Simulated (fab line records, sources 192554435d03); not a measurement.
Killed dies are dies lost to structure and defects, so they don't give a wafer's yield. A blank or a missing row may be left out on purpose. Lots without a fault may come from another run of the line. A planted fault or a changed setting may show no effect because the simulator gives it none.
Which tool did it? | flow n5_finfet | 10 lots, 26 wafers sampled, at 5 steps of a route of 1938

WHAT THE GAUGES READ, wafer by wafer
N5_BEOL_M1_THK_MEAS_01.
lot  | measured     | on            | M1_ILD_THK (nm)
L498 | day 6 05:10  | film_metro-01 | 79.6 78.2 80.7
L503 | day 7 03:41  | film_metro-01 | 79.5 78.4 79.7
L507 | day 8 09:52  | film_metro-02 | 76.2 78.5 78.5
L510 | day 8 19:29  | film_metro-01 | 77.0 77.0
L511 | day 9 09:20  | film_metro-01 | 79.7 79.7 79.8
L512 | day 9 10:22  | film_metro-02 | 79.2 80.1
L516 | day 10 09:44 | film_metro-01 | 77.6 78.2
L518 | day 10 22:20 | film_metro-02 | 80.0 80.8
L520 | day 11 17:43 | film_metro-02 | 77.3 79.3 78.6
L521 | day 11 23:02 | film_metro-02 | 78.9 80.6 80.3

N5_BEOL_M1_CD_MEAS_28: target cd y 23.3 nm.
lot  | measured     | on        | cd_nm (nm)
L498 | day 6 08:06  | cd_sem-03 | 23.70 23.59 24.14
L503 | day 7 05:37  | cd_sem-02 | 24.04 24.09 23.76
L507 | day 8 12:30  | cd_sem-03 | 23.69 23.84 24.06
L510 | day 8 21:43  | cd_sem-03 | 23.99 24.00
L511 | day 9 13:44  | cd_sem-02 | 24.29 24.18 23.66
L512 | day 9 13:48  | cd_sem-01 | 23.83 23.87
L516 | day 10 11:38 | cd_sem-03 | 24.40 23.88
L518 | day 11 00:04 | cd_sem-02 | 24.22 23.87
L520 | day 11 19:50 | cd_sem-01 | 23.74 23.61 24.14
L521 | day 12 02:14 | cd_sem-02 | 23.93 23.94 23.83

N5_BEOL_M4_RC_MEAS_101.
lot  | measured     | on        | DIBL_N (mV/V)  | DIBL_P (mV/V)  | IOFF_N (nA/um) | IOFF_P (nA/um) | ION_N (uA/um) | ION_P (uA/um) | SS_N (mV/dec)  | SS_P (mV/dec)  | VT_N (mV)   | VT_P (mV)
L498 | day 7 18:29  | prober-02 | 40.1 35.0 37.9 | 39.8 35.4 38.1 | 0.20 0.12 0.16 | 0.21 0.16 0.19 | 675 655 669   | 456 453 456   | 72.6 71.2 71.4 | 73.9 72.8 73.9 | 248 253 252 | -254 -257 -257
L503 | day 9 00:05  | prober-01 | 37.5 38.7 39.7 | 36.5 37.5 39.3 | 0.18 0.21 0.24 | 0.23 0.27 0.32 | 673 697 686   | 463 474 464   | 71.3 72.4 72.7 | 73.2 73.8 74.3 | 247 246 242 | -248 -245 -242
L507 | day 10 02:48 | prober-02 | 34.4 35.4 32.6 | 35.1 35.9 33.4 | 0.13 0.15 0.11 | 0.19 0.21 0.16 | 663 678 666   | 456 470 461   | 70.9 71.0 70.7 | 72.4 73.1 72.5 | 252 249 252 | -252 -249 -252
L510 | day 10 11:11 | prober-01 | 36.3 38.9      | 36.0 39.8      | 0.15 0.22      | 0.20 0.26      | 648 677       | 449 462       | 71.5 72.6      | 72.8 73.6      | 251 246     | -248 -245
L511 | day 11 02:44 | prober-01 | 40.5 42.0 40.0 | 39.9 42.1 37.6 | 0.23 0.27 0.20 | 0.26 0.30 0.21 | 696 694 666   | 469 470 452   | 72.1 73.8 73.2 | 74.7 74.8 73.8 | 244 246 249 | -249 -244 -251
L512 | day 11 03:40 | prober-01 | 35.9 36.2      | 36.8 37.5      | 0.16 0.17      | 0.21 0.22      | 667 673       | 463 458       | 71.9 72.4      | 72.9 73.7      | 250 246     | -252 -251
L516 | day 12 11:01 | prober-02 | 34.1 36.6      | 35.0 37.4      | 0.13 0.18      | 0.18 0.21      | 680 669       | 464 456       | 71.4 72.4      | 72.3 73.0      | 249 249     | -251 -252
L518 | day 12 19:21 | prober-02 | 37.9 36.4      | 37.7 36.9      | 0.18 0.16      | 0.22 0.22      | 672 682       | 451 462       | 71.8 71.6      | 73.7 73.5      | 250 249     | -253 -251
L520 | day 13 11:47 | prober-01 | 36.2 36.7 34.0 | 34.9 35.4 31.1 | 0.14 0.14 0.10 | 0.17 0.19 0.13 | 672 673 659   | 461 463 451   | 71.9 71.5 70.7 | 72.5 73.0 71.5 | 251 250 254 | -255 -253 -258
L521 | day 13 12:16 | prober-02 | 35.4 36.7 36.5 | 34.1 37.2 36.3 | 0.15 0.17 0.16 | 0.20 0.27 0.23 | 671 686 678   | 462 478 467   | 70.7 71.8 71.5 | 73.4 73.5 74.0 | 250 247 249 | -248 -245 -246

WHICH TOOL RAN EACH LOT (tool, then ch and the chambers of the sampled wafers, then the start)
lot  | N5_BEOL_M1_DESCUM_16               | N5_BEOL_M1_ALD_98
L498 | rie_diel-03 ch 0,1,3, day 6 06:54  | ald_sin-01 ch 1,2,3, day 6 08:24
L503 | rie_diel-06 ch 0,2,3, day 7 04:52  | ald_sin-01 ch 1,2,3, day 7 05:53
L507 | rie_diel-05 ch 1,2,3, day 8 11:45  | ald_sin-03 ch 0,2, day 8 13:20
L510 | rie_diel-06 ch 0,3, day 8 20:50    | ald_sin-03 ch 1, day 8 22:17
L511 | rie_diel-03 ch 0,1,3, day 9 12:52  | ald_sin-03 ch 0,1,3, day 9 14:02
L512 | rie_diel-05 ch 3, day 9 12:56      | ald_sin-03 ch 0,1, day 9 14:32
L516 | rie_diel-05 ch 1,3, day 10 10:53   | ald_sin-01 ch 1,3, day 10 11:53
L518 | rie_diel-03 ch 0,3, day 10 23:19   | ald_sin-03 ch 0, day 11 00:22
L520 | rie_diel-06 ch 1,2,3, day 11 19:05 | ald_sin-01 ch 0,1,3, day 11 20:20
L521 | rie_diel-03 ch 0,1, day 12 01:26   | ald_sin-04 ch 1,2,3, day 12 03:28
- N5_BEOL_M1_DESCUM_16: chemistry O2, time 7 s.
- N5_BEOL_M1_ALD_98: deposits SiO2, target thk 2.5 nm, pulse time 1 s, co reactant pulse time 1 s.

WHAT THE TOOLS THEMSELVES READ (means of the sampled wafers that have a number; where no wafer has one, the mark that the record gives instead)
N5_BEOL_M1_DESCUM_16.
lot  | tool        | drypump_motor_current_A (A) | oes_product_au (a.u.) | rf_vpp_V (V) | showerhead_plenum_p_Torr (Torr) | throttle_valve_pct (%)
L498 | rie_diel-03 | 5.6                         | 0.73                  | 242.7        | 2.05                            | 20.49
L503 | rie_diel-06 | 5.7                         | 0.79                  | 244.1        | 2.11                            | 20.59
L507 | rie_diel-05 | 5.8                         | 0.83                  | 243.6        | 2.13                            | 20.23
L510 | rie_diel-06 | 5.8                         | 0.82                  | 242.3        | 2.12                            | 20.70
L511 | rie_diel-03 | 5.6                         | 0.71                  | 242.7        | 2.04                            | 20.54
L512 | rie_diel-05 | 6.2                         | 0.91                  | 245.8        | 2.22                            | 20.49
L516 | rie_diel-05 | 5.9                         | 0.80                  | 244.4        | 2.15                            | 20.27
L518 | rie_diel-03 | 5.3                         | 0.70                  | 242.9        | 2.06                            | 20.48
L520 | rie_diel-06 | 5.7                         | 0.76                  | 243.5        | 2.13                            | 20.62
L521 | rie_diel-03 | 5.9                         | 0.68                  | 242.1        | 2.01                            | 20.63

N5_BEOL_M1_ALD_98.
lot  | tool       | chamber_pressure_Torr (Torr) | heater_power_w (W) | precursor_pulse_height_rel
L498 | ald_sin-01 | 2.001                        | 75                 | 0.983
L503 | ald_sin-01 | 1.995                        | 75                 | 0.996
L507 | ald_sin-03 | 1.999                        | 73                 | 0.997
L510 | ald_sin-03 | 1.989                        | 82                 | 1.006
L511 | ald_sin-03 | 2.004                        | 74                 | 1.021
L512 | ald_sin-03 | 2.005                        | 75                 | 1.022
L516 | ald_sin-01 | 2.000                        | 66                 | 1.008
L518 | ald_sin-03 | 2.002                        | 69                 | 0.984
L520 | ald_sin-01 | 1.998                        | 67                 | 0.979
L521 | ald_sin-04 | 2.003                        | 73                 | 1.001

THE ANSWER, worked out from the rows above alone
Rule: what is usual is taken from the lots themselves. Put in order of their means at a reading, lots are off if they are a third of the lots or fewer, leave a main group of 4 or more, and stand apart from it by a gap of 3 or more times the standard deviation of the main group's means; of several such gaps the widest counts. A main group whose means are all the same, to the digits that the tables above print for the reading, isn't used. A lot without any number at a reading at which 4 lots or more have one is off too. The other lots that the step has rows for count as sound. The gauges are gone through in route order, then the tools' own readings, and for those a lot's mean is taken as printed above. The first step at which some lot is off is used, and at that step the reading that is off furthest; a lot without a number counts as furthest.
No lot is off at any reading shown: from this, nothing can be told.

WHAT THE SIMULATOR HAD PUT IN
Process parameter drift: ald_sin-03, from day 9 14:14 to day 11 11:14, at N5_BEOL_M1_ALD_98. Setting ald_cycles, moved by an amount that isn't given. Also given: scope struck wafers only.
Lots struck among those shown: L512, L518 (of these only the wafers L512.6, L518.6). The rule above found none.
